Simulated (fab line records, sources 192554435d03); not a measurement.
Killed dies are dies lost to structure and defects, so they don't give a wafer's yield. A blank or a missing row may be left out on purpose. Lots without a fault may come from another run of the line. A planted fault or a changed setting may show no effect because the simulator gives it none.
Chamber matching | flow n5_finfet | N5_BEOL_M6_ETCH_61 on rie_diel-02: 4 sister chambers
The step etches SiARC in CF4, target depth 45.5 nm, time 75.8 s. 8 wafers are shown with their chamber, then 8 later ones without.

WAFERS WITH THEIR CHAMBER
wafer  | chamber | drypump_motor_current_A (A) | throttle_valve_pct (%)
L077.1 | 3       | 5.5                         | 15.16
L076.4 | 3       | 5.5                         | 15.14
L080.4 | 0       | 6.0                         | 15.35
L080.6 | 1       | 5.5                         | 16.11
L086.2 | 0       | 6.0                         | 15.40
L086.3 | 2       | 6.2                         | 15.20
L086.6 | 2       | 6.1                         | 15.23
L094.2 | 1       | 5.5                         | 15.68

WAFERS WITHOUT THEIR CHAMBER
wafer  | drypump_motor_current_A (A) | throttle_valve_pct (%)
L094.3 | 6.2                         | 15.23
L094.4 | 6.0                         | 15.43
L096.3 | 5.5                         | 15.24
L096.4 | 6.2                         | 15.24
L096.5 | 5.5                         | 15.71
L097.2 | 5.5                         | 15.71
L097.4 | 6.0                         | 15.45
L097.5 | 6.0                         | 15.44

WHICH CHAMBER EACH WENT THROUGH
wafer  | from the rows above | in truth
L094.3 | 2                   | 2
L094.4 | 0                   | 0
L096.3 | 3                   | 3
L096.4 | 2                   | 2
L096.5 | 1                   | 1
L097.2 | 1                   | 1
L097.4 | 0                   | 0
L097.5 | 0                   | 0
Placed correctly: 8 of 8. Can't be placed from these rows: 0. Placed wrongly: 0.
How it was worked out, from the rows above alone: a wafer's distance from a chamber is the root of the sum, over the readings, of the square of ((its reading less the chamber's mean) divided by the reading's scatter). The wafer belongs to the nearest chamber; if the next one is less than 2 further off, it can't be placed. A chamber's mean is the mean of its shown wafers. The scatter: the root of (the sum of the squares of (reading less its chamber's mean) over the shown wafers, divided by (wafers less chambers)).
